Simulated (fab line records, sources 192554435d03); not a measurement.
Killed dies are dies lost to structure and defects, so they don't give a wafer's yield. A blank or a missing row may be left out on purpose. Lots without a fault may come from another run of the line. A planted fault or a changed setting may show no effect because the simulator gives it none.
Chamber matching | flow n5_finfet | N5_DUMMY_GATE_TRIM_49 on rie_si-01: 4 sister chambers
The step chemistry O2, time 29 s, target cd 14 nm. 16 wafers are shown with their chamber, then 8 later ones without.

WAFERS WITH THEIR CHAMBER
wafer  | chamber | throttle_valve_pct (%) | he_backside_leak_sccm (sccm) | oes_product_au (a.u.)
L076.1 | 0       | 7.91                   | 2.8                          | 0.972
L076.2 | 3       | 8.04                   | 2.6                          | 0.985
L076.5 | 2       | 8.06                   | 2.3                          | 0.990
L077.1 | 0       | 7.92                   | 2.7                          | 0.978
L077.3 | 1       | 8.06                   | 3.1                          | 0.992
L077.5 | 1       | 8.04                   | 3.1                          | 0.993
L078.2 | 1       | 8.04                   | 3.3                          | 0.987
L078.4 | 2       | 8.04                   | 2.3                          | 0.990
L078.5 | 1       | 8.06                   | 3.2                          | 0.996
L084.1 | 2       | 8.06                   | 2.3                          | 0.985
L084.3 | 0       | 7.92                   | 2.8                          | 0.963
L084.6 | 2       | 8.06                   | 2.2                          | 0.982
L087.3 | 3       | 8.02                   | 2.8                          | 0.971
L087.5 | 1       | 8.05                   | 3.2                          | 1.001
L087.6 | 0       | 7.91                   | 2.7                          | 0.978
L088.1 | 1       | 8.05                   | 3.3                          | 0.985

SIGNATURES (means of the wafers above)
reading               | chamber 0 | chamber 1 | chamber 2 | chamber 3 | scatter within a chamber
throttle_valve_pct    | 7.9150    | 8.0500    | 8.0550    | 8.0300    | 0.00913
he_backside_leak_sccm | 2.750     | 3.200     | 2.275     | 2.700     | 0.0804
oes_product_au        | 0.97275   | 0.99233   | 0.98675   | 0.97800   | 0.00624
Rule: a wafer's distance from a chamber is the root of the sum, over the readings, of the square of ((its reading less the chamber's mean) divided by the reading's scatter). The wafer belongs to the nearest chamber; if the next one is less than 2 further off, it can't be placed. The scatter: the root of (the sum of the squares of (reading less its chamber's mean) over the shown wafers, divided by (wafers less chambers)).

WAFERS WITHOUT THEIR CHAMBER
wafer  | throttle_valve_pct (%) | he_backside_leak_sccm (sccm) | oes_product_au (a.u.)
L088.2 | 8.05                   | 2.2                          | 1.001
L088.5 | 8.03                   | 2.8                          | 0.977
L090.2 | 7.94                   | 2.8                          | 0.963
L090.3 | 8.04                   | 3.1                          | 0.985
L090.4 | 8.06                   | 3.1                          | 0.985
L091.3 | 8.04                   | 3.2                          | 0.981
L091.5 | 8.05                   | 2.3                          | 0.986
L091.6 | 8.04                   | 2.6                          | 0.976

WHICH CHAMBER EACH WENT THROUGH
wafer  | from the rows above | in truth
L088.2 | 2                   | 2
L088.5 | 3                   | 3
L090.2 | 0                   | 0
L090.3 | 1                   | 1
L090.4 | 1                   | 1
L091.3 | 1                   | 1
L091.5 | 2                   | 2
L091.6 | 3                   | 3
Placed correctly: 8 of 8. Can't be placed from these rows: 0. Placed wrongly: 0.
